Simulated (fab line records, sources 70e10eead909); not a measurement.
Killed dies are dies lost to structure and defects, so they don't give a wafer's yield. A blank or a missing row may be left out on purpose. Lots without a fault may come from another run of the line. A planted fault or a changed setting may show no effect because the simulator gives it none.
Which tool did it? | flow nand_harc | 12 lots, 36 wafers sampled, at 5 steps of a route of 1159

WHAT THE GAUGES READ, wafer by wafer
NHARC_A_BONDPAD_THK_MEAS_20: measures by xrf. Usual: thk_nm 169.8 nm, standard deviation 1.6.
lot  | measured     | on            | thk_nm (nm)       | flag
L274 | day 18 17:43 | film_metro-01 | 167.8 171.4 169.4 |
L273 | day 18 17:59 | film_metro-02 | 170.4 173.0 168.7 |
L271 | day 18 18:02 | film_metro-01 | 168.1 170.8 168.6 |
L276 | day 19 07:04 | film_metro-02 | 169.1 167.2 168.6 |
L275 | day 19 08:17 | film_metro-02 | 173.9 169.6 170.1 |
L279 | day 19 16:41 | film_metro-02 | 171.6 171.7 169.0 |
L278 | day 20 02:56 | film_metro-01 | 170.0 169.0 169.6 |
L280 | day 20 17:46 | film_metro-01 | 172.5 169.5 169.1 |
L283 | day 20 18:34 | film_metro-02 | 170.9 169.9 168.7 |
L287 | day 22 06:09 | film_metro-01 | 169.2 170.7 167.6 |
L291 | day 22 14:30 | film_metro-01 | 172.2 168.9 170.8 |
L293 | day 23 04:44 | film_metro-01 | 169.7 168.6 168.2 |

NHARC_END_SORT_01. Usual: defect_limited_yield 95.1 %, standard deviation 1.3; killed_at_array 29, standard deviation 8.4; killed_at_other 0.7, standard deviation 1.2; killed_at_periphery 3.8, standard deviation 2.1; killed_dies 33, standard deviation 9; killed_open 3.4, standard deviation 2; killed_short 2.1, standard deviation 1.4; sort_bin_2_pct 1.5 %, standard deviation 0.56; sort_bin_3_pct 0.26 %, standard deviation 0.2; sort_bin_4_pct 3.1 %, standard deviation 0.91; sort_n_pass 644, standard deviation 9; sort_rim_yield_pct 96.2 %, standard deviation 2.2; sort_yield_pct 95.1 %, standard deviation 1.3.
lot  | measured     | on        | defect_limited_yield (%) | killed_at_array | killed_at_other | killed_at_periphery | killed_dies | killed_open | killed_short | sort_bin_2_pct (%) | sort_bin_3_pct (%) | sort_bin_4_pct (%) | sort_n_pass | sort_rim_yield_pct (%) | sort_yield_pct (%) | flag
L287 | day 23 14:29 | prober-01 | 94.5 95.1 0              | 32 26 29        | 0 4 644         | 5 3 4               | 37 33 677   | 6 1 4       | 2 1 2        | 1.9 1.8 96.2       | 0.30 0.30 0.44     | 3.2 2.8 3.4        | 640 644 0   | 92.5 92.5 0            | 94.5 95.1 0        | OFF

WHICH TOOL RAN EACH LOT (tool, then ch and the chambers of the sampled wafers, then the start)
lot  | NHARC_A_BONDPAD_CMP_19        | NHARC_THIN_TSV_DEP_43           | NHARC_THIN_TSV_CMP_21
L274 | cmp-04 ch 0,1,3, day 18 17:28 | pecvd-02 ch 1,2, day 19 08:09   | cmp-03 ch 0,1,3, day 19 13:11
L273 | cmp-01 ch 0,1,3, day 18 17:41 | pecvd-04 ch 0,2, day 19 09:48   | cmp-03 ch 0,1,2, day 19 15:13
L271 | cmp-03 ch 2,3, day 18 17:43   | pecvd-04 ch 0,1, day 19 10:59   | cmp-03 ch 1,2,3, day 19 16:31
L276 | cmp-01 ch 1,2,3, day 19 06:44 | pecvd-03 ch 0,1, day 19 19:27   | cmp-01 ch 2,3, day 20 01:17
L275 | cmp-01 ch 0,3, day 19 07:59   | pecvd-03 ch 0,1,2, day 19 20:38 | cmp-02 ch 1,2, day 20 01:49
L279 | cmp-04 ch 0,2,3, day 19 16:25 | pecvd-04 ch 0,2, day 20 07:10   | cmp-03 ch 0,3, day 20 12:13
L278 | cmp-01 ch 2,3, day 20 02:39   | pecvd-03 ch 0,1,2, day 20 17:21 | cmp-03 ch 0,1, day 20 22:34
L280 | cmp-01 ch 0,1, day 20 17:26   | pecvd-02 ch 0,2, day 21 05:56   | cmp-01 ch 0,1,2, day 21 11:10
L283 | cmp-03 ch 0,1,3, day 20 18:15 | pecvd-02 ch 0,1,2, day 21 08:26 | cmp-02 ch 0,1,3, day 21 13:35
L287 | cmp-03 ch 1,2,3, day 22 05:49 | pecvd-03 ch 1,2, day 22 20:08   | cmp-01 ch 2,3, day 23 01:16
L291 | cmp-01 ch 1,2, day 22 14:12   | pecvd-02 ch 0,2, day 23 04:06   | cmp-01 ch 1,2,3, day 23 09:25
L293 | cmp-03 ch 2,3, day 23 04:25   | pecvd-04 ch 1,2, day 23 16:42   | cmp-01 ch 1,2,3, day 23 21:47
- NHARC_A_BONDPAD_CMP_19: polishes, t overpolish 30 s, cu recess touch 16 s, target thk 169.8 nm.
- NHARC_THIN_TSV_DEP_43: deposits SiO2, target thk 1328.5 nm.
- NHARC_THIN_TSV_CMP_21: polishes, t overpolish 30 s, target thk 2000 nm.

WHAT THE TOOLS THEMSELVES READ (means of the sampled wafers that have a number; where no wafer has one, the mark that the record gives instead)
NHARC_A_BONDPAD_CMP_19. Usual: edge_zone_pressure_frac 1.000, standard deviation 0.0043; motor_current_A 11.7 A, standard deviation 1; overpolish_run_s 30.000 s, standard deviation 0.01; pad_life_wafers 276, standard deviation 170.
lot  | tool   | edge_zone_pressure_frac | motor_current_A (A) | overpolish_run_s (s) | pad_life_wafers | flag
L274 | cmp-04 | 1.003                   | 11.5                | 29.997               | 146             |
L273 | cmp-01 | 1.002                   | 11.7                | 30.010               | 302             |
L271 | cmp-03 | 1.005                   | 10.9                | 29.998               | 450             |
L276 | cmp-01 | 0.996                   | 11.9                | 29.999               | 410             |
L275 | cmp-01 | 0.999                   | 11.1                | 30.000               | 415             |
L279 | cmp-04 | 0.997                   | 11.4                | 29.993               | 272             |
L278 | cmp-01 | 1.000                   | 11.7                | 30.012               | 542             |
L280 | cmp-01 | 1.000                   | 11.6                | 30.005               | 648             |
L283 | cmp-03 | 1.000                   | 12.1                | 30.001               | 110             |
L287 | cmp-03 | 0.998                   | 11.6                | 29.995               | 356             |
L291 | cmp-01 | 0.997                   | 11.7                | 30.005               | 217             |
L293 | cmp-03 | 1.001                   | 10.9                | 29.994               | 494             |

NHARC_THIN_TSV_DEP_43. Usual: throttle_valve_pct 15.8 %, standard deviation 0.53.
lot  | tool     | throttle_valve_pct (%) | flag
L274 | pecvd-02 | 15.8                   |
L273 | pecvd-04 | 16.1                   |
L271 | pecvd-04 | 16.1                   |
L276 | pecvd-03 | 15.9                   |
L275 | pecvd-03 | 15.9                   |
L279 | pecvd-04 | 16.2                   |
L278 | pecvd-03 | 15.9                   |
L280 | pecvd-02 | 15.7                   |
L283 | pecvd-02 | 16.0                   |
L287 | pecvd-03 | 15.0                   |
L291 | pecvd-02 | 15.4                   |
L293 | pecvd-04 | 15.7                   |

NHARC_THIN_TSV_CMP_21. Usual: edge_zone_pressure_frac 1.000, standard deviation 0.0046; motor_current_A 11.9 A, standard deviation 1.2; overpolish_run_s 30.000 s, standard deviation 0.01; pad_life_wafers 314, standard deviation 180.
lot  | tool   | edge_zone_pressure_frac | motor_current_A (A) | overpolish_run_s (s) | pad_life_wafers | flag
L274 | cmp-03 | 1.001                   | 11.7                | 29.989               | 578             |
L273 | cmp-03 | 1.003                   | 12.7                | 29.996               | 596             |
L271 | cmp-03 | 1.002                   | 11.8                | 29.997               | 602             |
L276 | cmp-01 | 0.997                   | 11.8                | 30.007               | 522             |
L275 | cmp-02 | 1.000                   | 12.1                | 29.997               | 187             |
L279 | cmp-03 | 1.002                   | 12.8                | 30.004               | 55              |
L278 | cmp-03 | 1.003                   | 13.1                | 30.009               | 146             |
L280 | cmp-01 | 1.000                   | 11.0                | 29.999               | 86              |
L283 | cmp-02 | 1.000                   | 11.4                | 29.995               | 398             |
L287 | cmp-01 | 0.999                   | 12.4                | 30.009               | 300             |
L291 | cmp-01 | 1.001                   | 11.9                | 29.998               | 339             |
L293 | cmp-01 | 1.003                   | 12.2                | 29.994               | 392             |

THE ANSWER, worked out from the rows above alone
Rule: a lot is off if the mean of its wafers that have a number lies more than 3 standard deviations from the usual mean. A lot without any number at a reading at which 4 lots or more have one is off too. The other lots that the step has rows for count as sound. The gauges are gone through in route order, then the tools' own readings, and for those a lot's mean is taken as printed above. The first step at which some lot is off is used, and at that step the reading that is off furthest; a lot without a number counts as furthest.
Off: L287, at NHARC_END_SORT_01 (killed_at_other). Neither off nor sound, because the step has no rows for them: L274, L273, L271, L276, L275, L279, L278, L280, L283, L291, L293.
A tool fits if, at a process step before that reading, it ran every lot that is off, and no sound lot after the first of them. The gauges at NHARC_END_SORT_01 are tried like those tools. Can't be told from this: 4 tools fit, cmp-03 at NHARC_A_BONDPAD_CMP_19, pecvd-03 at NHARC_THIN_TSV_DEP_43, cmp-01 at NHARC_THIN_TSV_CMP_21, prober-01 at NHARC_END_SORT_01.

WHAT THE SIMULATOR HAD PUT IN
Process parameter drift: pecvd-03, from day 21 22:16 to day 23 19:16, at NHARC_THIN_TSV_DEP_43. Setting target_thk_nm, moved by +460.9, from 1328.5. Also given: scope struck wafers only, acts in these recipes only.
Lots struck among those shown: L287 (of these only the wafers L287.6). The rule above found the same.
